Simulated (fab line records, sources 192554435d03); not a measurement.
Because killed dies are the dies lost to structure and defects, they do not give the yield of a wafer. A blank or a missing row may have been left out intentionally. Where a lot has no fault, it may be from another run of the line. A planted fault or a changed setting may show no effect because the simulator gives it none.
fab line records    flow n5-finfet
record lots=5  wafers=15  last-day=16
route steps=1938 shown MIM_BOT_LITHO@1865 MIM_BOT_ETCH@1866
lots that met no fault: taken from a fault-free run of the same line
start-h: hours from the record's opening day to when the first of the lot's shown wafers began    wait-h: hours from the lot's prior step to this one    " identical to the entry in the row above    L1.1+2: several wafers, shown together as one row    - no value, or no start given    * or withheld: withheld    < > ~ a bound
route shown NAME@n: names a module that has steps shown in the file, with the first one's number in the route    usual: the fault-free wafers' mean and standard deviation    same: alike in all rows    chamber/n: place in a boat    sites: readings site by site    _std_site: the values' standard deviation    _edge_site: mean of outer sites minus mean of inner sites    radius-mm: for every site, how far away it sits from the centre of the wafer    mask NAME#n: copy n    behind: the last tool/chamber to shape the wafer    hold: cause of the lot's hold/its duration in hours/its outcome    device: which transistor (n, p or np) failed to switch    end of line: tests run on the same wafers once the route is complete    for a step that has no rows: nothing shown but its recipe    killed: dies that structure and defects cost at the first sort, which is not the same as the wafer's yield    map: dies across one wafer; x = killed, . = not, _ = none there
set.NAME: setting as actually run; set.NAME@STEP: the setting as run at that earlier step    model.NAME: the simulator's own value behind a step, which no gauge read
a table for each step, a row for each wafer; lots at some steps of the route
services: when a tool's chamber went out of use (start-h, in hours from the record's first day, below 0 if earlier), for how many hours, and the reason
## steps
# step N5_MIM_BOT_LITHO_DESCUM_10
# recipe chemistry=O2  time-s=7.9  source-power-w=50  bias-power-w=20  pressure-mtorr=20  rf-frequency-hz=2.712e+07  temp-c=40  o2-flow-sccm=225
# usual drypump-motor-current-A=5.6/0.43  oes-product-au=0.82/0.063  rf-vpp-V=243.5/1.2  showerhead-plenum-p-Torr=2.12/0.058  throttle-valve-pct=20.48/0.16
lot.wafer  tool         chamber  start-h  wait-h  drypump-motor-current-A  oes-product-au  rf-hours-counter-h  rf-vpp-V  showerhead-plenum-p-Torr  throttle-valve-pct
L081.1     rie-diel-01  1        327.69   0.0     6.1                      0.78            136                 244.2     2.10                      20.56
L081.3     "            0        "        "       5.4                      0.79            118                 243.1     2.13                      20.49
L081.4     "            3        "        "       5.6                      0.92            14                  243.6     2.15                      20.42
L086.2     rie-diel-05  3        355.92   0.1     6.3                      0.84            49                  243.8     2.11                      20.29
L086.3     "            1        "        "       5.9                      0.82            96                  241.7     2.01                      20.55
L086.5     "            2        "        "       5.8                      0.80            -                   241.6     2.03                      20.70
L085.2     rie-diel-01  1        356.33   0.0     6.1                      0.77            147                 241.8     2.09                      20.57
L085.3     "            3        "        "       5.6                      0.90            26                  243.7     2.14                      20.43
L085.6     "            2        "        "       4.9                      0.82            -                   243.7     2.13                      20.45
L087.4     rie-diel-01  2        364.65   0.0     4.9                      0.81            99                  243.8     2.13                      20.45
L087.5     "            3        "        "       5.6                      0.89            -                   243.0     2.14                      20.45
L087.6     "            0        "        "       5.4                      0.78            -                   242.9     2.12                      20.52
L092.2     rie-diel-06  0        375.31   0.1     5.3                      0.69            228                 243.8     2.07                      20.75
L092.3     "            3        "        "       5.1                      0.84            61                  244.4     2.14                      20.54
L092.6     "            1        "        "       6.1                      0.92            -                   247.2     2.21                      20.13
# step N5_MIM_BOT_ETCH_ETCH_04
# recipe chemistry=CF4/O2  target=SiNx  target-depth-a=260  time-s=13  ion-energy-ev=100  pressure-mtorr=40  source-w=535  bias-w=49  Ar_flow_sccm=100  cf4-flow-sccm=100  O2_flow_sccm=10
# usual drypump-motor-current-A=5.6/0.43  oes-product-au=0.82/0.062  rf-vpp-V=242/4.5  showerhead-plenum-p-Torr=2.22/0.06  throttle-valve-pct=15.96/0.17
lot.wafer  tool         chamber  start-h  wait-h  drypump-motor-current-A  oes-product-au  rf-hours-counter-h  rf-vpp-V  showerhead-plenum-p-Torr  throttle-valve-pct
L081.1     rie-diel-01  1        327.75   0.0     6.1                      0.78            136                 239       2.21                      16.10
L081.3     "            0        "        "       5.4                      0.80            118                 234       2.21                      15.92
L081.4     "            3        "        "       5.6                      0.92            14                  244       2.26                      15.89
L086.2     rie-diel-05  3        355.99   0.0     6.3                      0.84            49                  236       2.23                      15.86
L086.3     "            1        "        "       5.9                      0.81            96                  247       2.12                      16.02
L086.5     "            2        "        "       5.8                      0.80            -                   244       2.13                      16.17
L085.2     rie-diel-01  1        356.39   0.0     6.1                      0.77            147                 239       2.21                      16.11
L085.3     "            3        "        "       5.6                      0.90            26                  244       2.25                      15.89
L085.6     "            2        "        "       4.9                      0.84            -                   247       2.21                      15.75
L087.4     rie-diel-01  2        364.71   0.0     4.9                      0.84            99                  247       2.21                      15.77
L087.5     "            3        "        "       5.6                      0.89            -                   244       2.25                      15.90
L087.6     "            0        "        "       5.4                      0.79            -                   234       2.21                      15.95
L092.2     rie-diel-06  0        375.37   0.0     5.3                      0.70            228                 239       2.18                      16.31
L092.3     "            3        "        "       5.1                      0.85            61                  247       2.25                      15.97
L092.6     "            1        "        "       6.2                      0.91            -                   238       2.34                      15.73
# step N5_MIM_BOT_ETCH_ETCH_03
# recipe chemistry=Cl2/BCl3  target-depth-a=120  pressure-mtorr=8  icp-w=800  bias-w=100  Cl2_flow_sccm=20  bcl3-flow-sccm=80
# usual drypump-motor-current-A=5.9/0.62  oes-product-au=0.81/0.081  throttle-valve-pct=27.4/0.39
lot.wafer  tool          chamber  start-h  wait-h  drypump-motor-current-A  oes-product-au  rf-hours-counter-h  throttle-valve-pct
L081.1     rie-metal-03  1        327.84   0.1     6.4                      0.80            34                  27.5
L081.3     "             0        "        "       6.3                      0.85            -                   27.6
L081.4     "             1        "        "       6.4                      0.80            -                   27.5
L086.2     rie-metal-02  0        356.08   0.1     5.6                      0.69            84                  27.3
L086.3     "             1        "        "       6.0                      0.74            -                   27.9
L086.5     "             0        "        "       5.6                      0.69            -                   27.3
L085.2     rie-metal-03  1        356.48   0.1     6.3                      0.79            36                  27.5
L085.3     "             1        "        "       6.4                      0.79            -                   27.5
L085.6     "             1        "        "       6.4                      0.78            -                   27.5
L087.4     rie-metal-02  1        364.83   0.1     6.0                      0.74            -                   27.9
L087.5     "             1        "        "       6.0                      0.74            -                   27.9
L087.6     "             0        "        "       5.6                      0.70            -                   27.3
L092.2     rie-metal-03  1        375.46   0.1     6.4                      0.77            38                  27.5
L092.3     "             0        "        "       6.4                      0.82            -                   27.6
L092.6     "             0        "        "       6.3                      0.82            -                   27.6
# step N5_MIM_BOT_ETCH_ETCH_00
# recipe chemistry=Cl2/BCl3  target=TiN  target-depth-a=455  ion-energy-ev=150  pressure-mtorr=10  icp-w=1000  bias-w=126  Cl2_flow_sccm=53.25  bcl3-flow-sccm=21.75  Ar_flow_sccm=25
# usual drypump-motor-current-A=5.9/0.62  oes-product-au=0.81/0.08  throttle-valve-pct=21.8/0.37
lot.wafer  tool          chamber  start-h  wait-h  drypump-motor-current-A  oes-product-au  rf-hours-counter-h  throttle-valve-pct
L081.1     rie-metal-03  1        327.93   0.1     6.4                      0.80            34                  21.9
L081.3     "             0        "        "       6.3                      0.85            -                   21.8
L081.4     "             1        "        "       6.4                      0.81            -                   21.9
L086.2     rie-metal-02  0        356.17   0.1     5.6                      0.70            84                  21.8
L086.3     "             1        "        "       6.1                      0.75            -                   22.4
L086.5     "             0        "        "       5.6                      0.70            -                   21.8
L085.2     rie-metal-03  1        356.57   0.1     6.4                      0.79            36                  21.9
L085.3     "             1        "        "       6.4                      0.79            -                   21.9
L085.6     "             1        "        "       6.4                      0.80            -                   21.9
L087.4     rie-metal-02  1        364.93   0.1     6.0                      0.74            -                   22.4
L087.5     "             1        "        "       6.1                      0.74            -                   22.4
L087.6     "             0        "        "       5.6                      0.69            -                   21.8
L092.2     rie-metal-03  1        375.55   0.1     6.3                      0.79            38                  21.9
L092.3     "             0        "        "       6.3                      0.83            -                   21.9
L092.6     "             0        "        "       6.3                      0.82            -                   21.9
# step N5_MIM_BOT_ETCH_STRIP_01
# recipe chemistry=O2  power-w=600  temp-c=60  pressure-mtorr=30  rf-frequency-hz=6e+07  bias-power-w=0  overash-fraction=0.5  o2-flow-sccm=225
# usual drypump-motor-current-A=5.5/0.42  oes-product-au=0.82/0.075  rf-vpp-V=3.6/1.2  showerhead-plenum-p-Torr=2.14/0.057  throttle-valve-pct=16.67/0.17
lot.wafer  tool         chamber  start-h  wait-h  drypump-motor-current-A  oes-product-au  rf-hours-counter-h  rf-vpp-V  showerhead-plenum-p-Torr  throttle-valve-pct
L081.1     rie-diel-06  3        328.07   0.1     5.1                      0.87            45                  4.2       2.15                      16.63
L081.3     "            1        "        "       6.2                      0.97            7                   4.3       2.22                      16.25
L081.4     "            2        "        "       5.3                      0.79            108                 5.7       2.20                      16.61
L086.2     rie-diel-06  2        356.31   0.1     5.3                      0.79            118                 2.7       2.20                      16.63
L086.3     "            0        "        "       5.3                      0.71            222                 2.8       2.07                      16.98
L086.5     "            2        "        "       5.3                      0.78            -                   4.9       2.20                      16.58
L085.2     rie-diel-01  0        356.87   0.3     5.4                      0.78            129                 3.7       2.13                      16.73
L085.3     "            3        "        "       5.6                      0.89            26                  5.1       2.15                      16.63
L085.6     "            0        "        "       5.4                      0.79            -                   1.6       2.13                      16.74
L087.4     rie-diel-06  0        365.03   0.1     5.4                      0.69            225                 4.3       2.07                      16.94
L087.5     "            2        "        "       5.2                      0.78            -                   4.6       2.20                      16.62
L087.6     "            1        "        "       6.1                      0.92            -                   1.6       2.22                      16.32
L092.2     rie-diel-01  2        375.74   0.1     4.9                      0.82            103                 2.5       2.14                      16.68
L092.3     "            0        "        "       5.4                      0.78            135                 4.3       2.12                      16.78
L092.6     "            1        "        "       6.1                      0.77            -                   3.6       2.10                      16.83
# step N5_MIM_BOT_ETCH_STRIP_02
# recipe chemistry=post-etch-residue-remover  time-s=1200  temp-c=72.5
lot.wafer   tool          chamber  start-h  wait-h
L081.1+3+4  wet-bench-06  3,6,0    328.14   -
L086.2+3+5  wet-bench-01  1,2,5    356.38   -
L085.2+3+6  wet-bench-01  4,7,2    356.94   -
L087.4+5+6  wet-bench-06  3,2,4    365.10   -
L092.2+3+6  wet-bench-06  7,4,6    375.81   -
# step N5_MIM_BOT_ETCH_CLEAN_05
# recipe chemistry=IPA  time-s=180  temp-c=25
lot.wafer   tool          chamber  start-h  wait-h
L081.1+3+4  wet-bench-06  3,6,0    328.47   0.0
L086.2+3+5  wet-bench-01  1,2,5    356.71   0.0
L085.2+3+6  wet-bench-01  4,7,2    357.27   0.0
L087.4+5+6  wet-bench-06  3,2,4    365.43   0.0
L092.2+3+6  wet-bench-06  7,4,6    376.14   0.0
## services
tool          chamber  start-h  hours  kind
rie-metal-03  -        333.44   0.5    repair
rie-diel-06   -        348.84   2.8    pm
rie-diel-05   0        350.53   25.4   repair
## key
fault none
